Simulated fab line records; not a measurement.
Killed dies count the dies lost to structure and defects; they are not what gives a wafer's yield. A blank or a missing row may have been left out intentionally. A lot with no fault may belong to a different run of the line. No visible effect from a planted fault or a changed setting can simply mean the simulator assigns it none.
Which tool was responsible? ; flow nand harc ; 12 lots, 36 wafers sampled, at 6 steps of a route of 1159

== WHAT THE GAUGES SHOWED, per wafer ==
NHARC_P_M2_INSPECT_11. Usual: raw defect count 4.2, standard deviation 2.6.
lot;measured;on;raw defect count;flag
L255;day 6 07:11;defect inspect-02;3 5 2;
L258;day 6 19:13;defect inspect-01;5 8 4;
L267;day 9 08:19;defect inspect-01;12 12 11;
L269;day 10 05:24;defect inspect-01;5 7 8;
L270;day 10 07:23;defect inspect-02;3 5 3;
L272;day 10 10:10;defect inspect-02;4 5 2;
L271;day 10 11:10;defect inspect-01;0 1 3;
L273;day 10 14:04;defect inspect-02;8 5 4;
L274;day 10 16:57;defect inspect-01;2 4 3;
L275;day 11 04:08;defect inspect-02;5 7 2;
L276;day 11 15:05;defect inspect-02;5 6 4;
L277;day 11 15:45;defect inspect-02;3 2 1;

NHARC_P_M2_INSPECT_27. Usual: raw defect count 318, standard deviation 120.
lot;measured;on;raw defect count;flag
L255;day 6 09:52;defect inspect-01;244 315 262;
L258;day 6 21:56;defect inspect-01;315 248 251;
L267;day 9 10:57;defect inspect-02;255 587 4679;OFF
L269;day 10 08:05;defect inspect-02;321 266 214;
L270;day 10 10:01;defect inspect-02;463 374 290;
L272;day 10 12:53;defect inspect-02;287 261 311;
L271;day 10 13:50;defect inspect-02;153 138 184;
L273;day 10 16:42;defect inspect-02;471 309 255;
L274;day 10 19:37;defect inspect-01;517 397 460;
L275;day 11 06:57;defect inspect-02;393 175 229;
L276;day 11 17:45;defect inspect-02;291 370 235;
L277;day 11 18:25;defect inspect-02;424 335 432;

NHARC_END_SORT_01. Usual: defect limited yield 95.6 %, standard deviation 1.6; killed at array 26, standard deviation 10; killed at other 0.5, standard deviation 0.87; killed at periphery 3.0, standard deviation 2.5; killed dies 29, standard deviation 11; killed open 3.3, standard deviation 1.9; killed short 1.8, standard deviation 1.5; sort_bin_2_pct 1.3 %, standard deviation 0.63; sort_bin_3_pct 0.25 %, standard deviation 0.22; sort_bin_4_pct 2.8 %, standard deviation 1.1; sort n pass 648, standard deviation 11; sort rim yield pct 96.5 %, standard deviation 2.6; sort yield pct 95.6 %, standard deviation 1.6.
lot;measured;on;defect limited yield (%);killed at array;killed at other;killed at periphery;killed dies;killed open;killed short;sort_bin_2_pct (%);sort_bin_3_pct (%);sort_bin_4_pct (%);sort n pass;sort rim yield pct (%);sort yield pct (%);flag
L255;day 19 07:11;prober-02;97.8 97.9 97.2;12 11 18;0 0 0;3 3 1;15 14 19;3 1 10;2 2 2;0.7 0.4 0.9;0 0.30 0;1.5 1.3 1.9;662 663 658;99.1 98.1 98.1;97.8 97.9 97.2;
L258;day 19 10:49;prober-01;97.5 97.3 97.8;14 13 12;0 0 1;3 5 2;17 18 15;4 3 1;2 2 1;0.9 0.6 0.6;0.15 0 0;1.5 2.1 1.6;660 659 662;99.1 100.0 100.0;97.5 97.3 97.8;
L267;day 22 07:30;prober-02;93.1 91.6 0;40 47 30;0 0 0;7 10 647;47 57 677;2 3 2;2 1 0;2.5 3.4 1.9;0.15 0.15 94.09;4.3 4.9 4.0;630 620 0;93.4 96.2 0;93.1 91.6 0;OFF
L269;day 23 07:49;prober-02;93.6 95.7 94.1;40 26 34;1 0 0;2 3 6;43 29 40;5 4 5;2 2 4;1.6 1.2 1.8;0 0.15 0.59;4.7 3.0 3.5;634 648 637;97.2 97.2 91.5;93.6 95.7 94.1;
L270;day 23 07:02;prober-01;96.5 95.4 95.3;20 27 31;1 1 0;3 3 1;24 31 32;3 1 3;3 2 3;1.0 1.2 1.2;0.15 0 0.30;2.4 3.4 3.2;653 646 645;100.0 98.1 97.2;96.5 95.4 95.3;
L272;day 24 05:56;prober-01;94.5 94.7 95.1;32 32 30;1 0 1;4 4 2;37 36 33;2 4 6;5 2 0;2.8 2.1 1.3;0 0.15 0;2.7 3.1 3.5;640 641 644;97.2 94.3 98.1;94.5 94.7 95.1;
L271;day 23 22:07;prober-01;95.6 95.4 95.6;30 30 28;0 1 0;0 0 2;30 31 30;3 4 2;3 2 2;1.6 1.3 2.1;0.15 0.44 0.15;2.7 2.8 2.2;647 646 647;99.1 97.2 100.0;95.6 95.4 95.6;
L273;day 23 13:57;prober-02;94.4 94.7 96.2;34 31 25;0 0 0;4 5 1;38 36 26;5 9 5;0 5 1;2.2 0.7 0.6;0.30 0 0.59;3.1 4.6 2.7;639 641 651;98.1 95.3 96.2;94.4 94.7 96.2;
L274;day 23 22:06;prober-02;94.8 95.9 94.5;31 26 28;1 0 5;3 2 4;35 28 37;4 2 5;4 0 2;1.6 1.2 1.5;0 0.30 0.44;3.5 2.7 3.5;642 649 640;90.6 94.3 86.8;94.8 95.9 94.5;
L275;day 24 06:40;prober-02;98.4 97.5 98.1;9 14 11;0 0 0;2 3 2;11 17 13;3 0 3;1 5 0;0.4 0.3 0.6;0.15 0 0.15;1.0 2.2 1.2;666 660 664;97.2 96.2 98.1;98.4 97.5 98.1;
L276;day 24 23:58;prober-01;95.9 94.5 96.3;21 27 18;1 1 2;6 9 5;28 37 25;3 4 0;3 1 3;1.2 1.8 1.0;0.44 0 0.15;2.5 3.7 2.5;649 640 652;98.1 93.4 97.2;95.9 94.5 96.3;
L277;day 24 22:22;prober-02;95.7 94.5 92.8;28 34 46;0 1 2;1 2 1;29 37 49;2 1 4;0 5 4;1.3 2.1 2.4;0.15 0.59 0.89;2.8 2.8 4.0;648 640 628;98.1 92.5 93.4;95.7 94.5 92.8;

== TOOL THAT RAN EACH LOT (tool first, then ch and the chambers of the sampled wafers, then the start) ==
lot;NHARC_P_M2_CMP_23;NHARC_P_M2_PRE_CLEAN_32;NHARC_P_BONDPAD_DEP_00
L255;cmp-01 ch 0,2,3, day 6 09:23;pecvd-01 ch 0,1, day 6 09:55;pecvd-02 ch 0,1,2, day 6 10:35
L258;cmp-03 ch 0,3, day 6 21:28;pecvd-02 ch 0,1,2, day 6 22:01;pecvd-01 ch 0,1, day 6 22:30
L267;cmp-03 ch 0,2,3, day 9 10:29;pecvd-03 ch 0,1,2, day 9 11:01;pecvd-01 ch 0,2, day 9 11:31
L269;cmp-04 ch 0,1,3, day 10 07:41;pecvd-01 ch 0,2, day 10 08:10;pecvd-03 ch 0,2, day 10 08:43
L270;cmp-04 ch 1,2, day 10 09:34;pecvd-02 ch 1,2, day 10 10:05;pecvd-02 ch 0,1,2, day 23 07:02 or earlier
L272;cmp-01 ch 0,1,2, day 10 12:24;pecvd-02 ch 1,2, day 10 12:56;pecvd-02 ch 0,1, day 24 05:56 or earlier
L271;cmp-04 ch 0,2,3, day 10 13:22;pecvd-01 ch 0,1,2, day 10 13:55;pecvd-03 ch 0,2, day 10 14:26
L273;cmp-01 ch 0,2,3, day 10 16:15;pecvd-02 ch 0,1, day 10 16:47;pecvd-03 ch 0,1,2, day 10 17:16
L274;cmp-04 ch 0,1,3, day 10 19:12;pecvd-01 ch 1,2, day 10 19:42;pecvd-02 ch 1,2, day 10 20:13
L275;cmp-01 ch 0,1,2, day 11 06:28;pecvd-03 ch 0,2, day 11 07:01;pecvd-02 ch 0,2, day 11 07:31
L276;cmp-04 ch 0,3, day 11 17:16;pecvd-02 ch 1,2, day 11 17:49;pecvd-01 ch 0,1,2, day 11 18:21
L277;cmp-04 ch 2,3, day 11 17:55;pecvd-03 ch 1,2, day 11 18:33;pecvd-01 ch 0,2, day 11 19:06
- NHARC_P_M2_CMP_23: polishes, t overpolish 20 s, target thk 144.3 nm.
- NHARC_P_M2_PRE_CLEAN_32: time 12 s.
- NHARC_P_BONDPAD_DEP_00: deposits SiCN, target thk 250 nm.

== AS READ BY THE TOOLS THEMSELVES (means over the sampled wafers that have a number; for cases with no such wafer, the mark the record gives instead) ==
NHARC_P_M2_CMP_23. Usual: motor current A 11.3 A, standard deviation 1.2; time to endpoint s 28 s, standard deviation 3.
lot;tool;motor current A (A);time to endpoint s (s);flag
L255;cmp-01;12.3;27;
L258;cmp-03;11.6;29;
L267;cmp-03;10.9;30;
L269;cmp-04;11.3;31;
L270;cmp-04;10.3;31;
L272;cmp-01;12.6;27;
L271;cmp-04;11.7;29;
L273;cmp-01;11.9;25;
L274;cmp-04;11.5;29;
L275;cmp-01;12.4;31;
L276;cmp-04;11.9;31;
L277;cmp-04;11.9;30;

NHARC_P_M2_PRE_CLEAN_32. Usual: heater power w 657 W, standard deviation 58.
lot;tool;heater power w (W);flag
L255;pecvd-01;645;
L258;pecvd-02;633;
L267;pecvd-03;634;
L269;pecvd-01;698;
L270;pecvd-02;701;
L272;pecvd-02;666;
L271;pecvd-01;661;
L273;pecvd-02;621;
L274;pecvd-01;678;
L275;pecvd-03;604;
L276;pecvd-02;598;
L277;pecvd-03;622;

NHARC_P_BONDPAD_DEP_00. Usual: heater power w 600 W, standard deviation 68.
lot;tool;heater power w (W);flag
L255;pecvd-02;572;
L258;pecvd-01;617;
L267;pecvd-01;660;
L269;pecvd-03;574;
L270;pecvd-02;612;
L272;pecvd-02;547;
L271;pecvd-03;549;
L273;pecvd-03;577;
L274;pecvd-02;579;
L275;pecvd-02;582;
L276;pecvd-01;661;
L277;pecvd-01;598;

== THE ANSWER, worked out from the rows above alone ==
Rule: take the mean of a lot's wafers that have a number; if it is more than 3 standard deviations from the usual mean, the lot is off. Also off: a lot with no number at a reading for which 4 or more lots have one. Any other lot the step has rows for is counted as sound. After the gauges, taken in route order, come the tools' own readings; for these a lot's mean is taken, as printed above. The first step at which some lot is off is used, and at that step the reading that is off furthest; a lot without a number counts as furthest.
Off at NHARC_P_M2_INSPECT_27 (raw defect count): L267.
If a tool, at a process step before that reading, ran all the lots that are off and no sound lot after the first of them, it fits. Not tried: the gauges at NHARC_P_M2_INSPECT_27; whatever is off there is also off at NHARC_END_SORT_01, on other tools, and gauge error can't account for it. One fits: NHARC_P_M2_CMP_23 on cmp-03. Its last sound lot is L258 (day 6 21:28), its first lot that is off L267 (day 9 10:29): a fault that began between those two fits.

== WHAT WAS PUT IN BY THE SIMULATOR ==
cmp-03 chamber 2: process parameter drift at NHARC_P_M2_CMP_23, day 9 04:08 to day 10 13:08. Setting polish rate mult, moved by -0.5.
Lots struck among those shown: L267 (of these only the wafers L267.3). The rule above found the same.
